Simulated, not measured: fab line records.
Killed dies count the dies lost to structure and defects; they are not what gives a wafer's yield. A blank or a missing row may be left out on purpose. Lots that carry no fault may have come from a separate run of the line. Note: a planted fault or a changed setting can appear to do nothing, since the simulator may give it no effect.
Split-lot trial || flow n5-finfet || route with 1938 steps; 7 lots, 21 wafers read

== ABOUT THE SPLIT ==
At N5_MOL_CONTACT_COAG_CVD_140 (deposits W, target thk 66.5 nm, time 215 s), the setting target-thk-a was moved away from the recipe's 665 angstrom on 8 of the 21 wafers read, by -11.2% to +11.9%. The other wafers ran this setting at the recipe's value.

The reading comes from the split's own step.

== THE READING ==
W_of_MOL_CONTACT_COAG_CVD_140.thk-nm (the simulator's own value, which no gauge read), in nm, at N5_MOL_CONTACT_COAG_CVD_140 (deposits W, target thk 66.5 nm, time 215 s). The file does not state a usual value for it. Average 66.4 nm, standard deviation 0.52 nm, over the 13 wafers here run with the recipe.

{"wafer": "L074.1", "tool, chamber at the split": "cvd-w-01, 0", "target-thk-a as run, angstrom": 590.2, "against the recipe": "-11.2%", "W_of_MOL_CONTACT_COAG_CVD_140.thk-nm, nm": 59, "against lot-mates on the recipe": -7.4}
{"wafer": "L074.2", "tool, chamber at the split": "cvd-w-01, 1", "target-thk-a as run, angstrom": 590.2, "against the recipe": "-11.2%", "W_of_MOL_CONTACT_COAG_CVD_140.thk-nm, nm": 59.2, "against lot-mates on the recipe": -7.2}
{"wafer": "L074.4", "tool, chamber at the split": "cvd-w-01, 0", "target-thk-a as run, angstrom": 665, "against the recipe": "recipe", "W_of_MOL_CONTACT_COAG_CVD_140.thk-nm, nm": 66.4, "against lot-mates on the recipe": "-"}
{"wafer": "L075.2", "tool, chamber at the split": "cvd-w-01, 1", "target-thk-a as run, angstrom": 665, "against the recipe": "recipe", "W_of_MOL_CONTACT_COAG_CVD_140.thk-nm, nm": 66.6, "against lot-mates on the recipe": "-"}
{"wafer": "L075.4", "tool, chamber at the split": "cvd-w-01, 0", "target-thk-a as run, angstrom": 735.9, "against the recipe": "+10.7%", "W_of_MOL_CONTACT_COAG_CVD_140.thk-nm, nm": 72.6, "against lot-mates on the recipe": "+6.0"}
{"wafer": "L075.6", "tool, chamber at the split": "cvd-w-01, 1", "target-thk-a as run, angstrom": 735.9, "against the recipe": "+10.7%", "W_of_MOL_CONTACT_COAG_CVD_140.thk-nm, nm": 73.2, "against lot-mates on the recipe": "+6.6"}
{"wafer": "L082.2", "tool, chamber at the split": "cvd-w-02, 1", "target-thk-a as run, angstrom": 726.6, "against the recipe": "+9.3%", "W_of_MOL_CONTACT_COAG_CVD_140.thk-nm, nm": 72.6, "against lot-mates on the recipe": "+7.2"}
{"wafer": "L082.3", "tool, chamber at the split": "cvd-w-02, 0", "target-thk-a as run, angstrom": 665, "against the recipe": "recipe", "W_of_MOL_CONTACT_COAG_CVD_140.thk-nm, nm": 65.4, "against lot-mates on the recipe": "-"}
{"wafer": "L082.4", "tool, chamber at the split": "cvd-w-02, 1", "target-thk-a as run, angstrom": 726.6, "against the recipe": "+9.3%", "W_of_MOL_CONTACT_COAG_CVD_140.thk-nm, nm": 72.4, "against lot-mates on the recipe": "+7.0"}
{"wafer": "L085.2", "tool, chamber at the split": "cvd-w-01, 1", "target-thk-a as run, angstrom": 665, "against the recipe": "recipe", "W_of_MOL_CONTACT_COAG_CVD_140.thk-nm, nm": 66.6, "against lot-mates on the recipe": "-"}
{"wafer": "L085.4", "tool, chamber at the split": "cvd-w-01, 1", "target-thk-a as run, angstrom": 665, "against the recipe": "recipe", "W_of_MOL_CONTACT_COAG_CVD_140.thk-nm, nm": 66.6, "against lot-mates on the recipe": "-"}
{"wafer": "L085.5", "tool, chamber at the split": "cvd-w-01, 1", "target-thk-a as run, angstrom": 665, "against the recipe": "recipe", "W_of_MOL_CONTACT_COAG_CVD_140.thk-nm, nm": 66.6, "against lot-mates on the recipe": "-"}
{"wafer": "L088.2", "tool, chamber at the split": "cvd-w-02, 0", "target-thk-a as run, angstrom": 665, "against the recipe": "recipe", "W_of_MOL_CONTACT_COAG_CVD_140.thk-nm, nm": 66.6, "against lot-mates on the recipe": "-"}
{"wafer": "L088.4", "tool, chamber at the split": "cvd-w-02, 0", "target-thk-a as run, angstrom": 665, "against the recipe": "recipe", "W_of_MOL_CONTACT_COAG_CVD_140.thk-nm, nm": 67.2, "against lot-mates on the recipe": "-"}
{"wafer": "L088.6", "tool, chamber at the split": "cvd-w-02, 0", "target-thk-a as run, angstrom": 665, "against the recipe": "recipe", "W_of_MOL_CONTACT_COAG_CVD_140.thk-nm, nm": 66.2, "against lot-mates on the recipe": "-"}
{"wafer": "L091.1", "tool, chamber at the split": "cvd-w-02, 0", "target-thk-a as run, angstrom": 665, "against the recipe": "recipe", "W_of_MOL_CONTACT_COAG_CVD_140.thk-nm, nm": 66.8, "against lot-mates on the recipe": "-"}
{"wafer": "L091.2", "tool, chamber at the split": "cvd-w-02, 1", "target-thk-a as run, angstrom": 665, "against the recipe": "recipe", "W_of_MOL_CONTACT_COAG_CVD_140.thk-nm, nm": 66.6, "against lot-mates on the recipe": "-"}
{"wafer": "L091.6", "tool, chamber at the split": "cvd-w-02, 0", "target-thk-a as run, angstrom": 744.3, "against the recipe": "+11.9%", "W_of_MOL_CONTACT_COAG_CVD_140.thk-nm, nm": 74.4, "against lot-mates on the recipe": "+7.7"}
{"wafer": "L097.2", "tool, chamber at the split": "cvd-w-02, 1", "target-thk-a as run, angstrom": 620.7, "against the recipe": "-6.7%", "W_of_MOL_CONTACT_COAG_CVD_140.thk-nm, nm": 62, "against lot-mates on the recipe": -3.7}
{"wafer": "L097.4", "tool, chamber at the split": "cvd-w-02, 0", "target-thk-a as run, angstrom": 665, "against the recipe": "recipe", "W_of_MOL_CONTACT_COAG_CVD_140.thk-nm, nm": 65.2, "against lot-mates on the recipe": "-"}
{"wafer": "L097.5", "tool, chamber at the split": "cvd-w-02, 1", "target-thk-a as run, angstrom": 665, "against the recipe": "recipe", "W_of_MOL_CONTACT_COAG_CVD_140.thk-nm, nm": 66.2, "against lot-mates on the recipe": "-"}

FIT RESULTS
A straight line over all 21 wafers: W_of_MOL_CONTACT_COAG_CVD_140.thk-nm changes by +0.645 nm for each +1% of target-thk-a; r = +0.99; the points scatter about the line by 0.47 nm.
The same after taking each lot's own level away (the mean of its wafers on the recipe; 21 wafers): +0.65 nm for each +1%; r = +0.99; scatter 0.5 nm.
That fit puts the effect of the largest move of target-thk-a on the reading at 7.7 nm.
Across the lots, their own levels run from 65.40 to 66.70 nm, a range of 2.5 times the standard deviation given above.
The two slopes are in agreement: the lot-to-lot level therefore moves the slope only a little.
Check: +7.85 nm against its lot-mates is what the line predicts for one of the wafers moved furthest among these (+11.9%) when that wafer is left out of the fit. Against them it came out at +7.7 nm.

== OTHER SPLITS ON THESE WAFERS ==
These wafers also went through other splits before the reading. Each is held against what the fit with the lots' levels taken away leaves over:
{"other split on the same wafers": "N5_GATE_CUT_EXPOSE_10 dose-mj", "wafers away from the commonest value": 5, "r with W_of_MOL_CONTACT_COAG_CVD_140.thk-nm (lot level and that fit taken away)": "+0.08"}
{"other split on the same wafers": "N5_MOL_CONTACT_COAG_ETCH_110 bias-w", "wafers away from the commonest value": 4, "r with W_of_MOL_CONTACT_COAG_CVD_140.thk-nm (lot level and that fit taken away)": -0.02}

== FILE'S OWN FIT ==
W_of_MOL_CONTACT_COAG_CVD_140.thk-nm changes by +0.647 nm for each +1% of target-thk-a, r = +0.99.
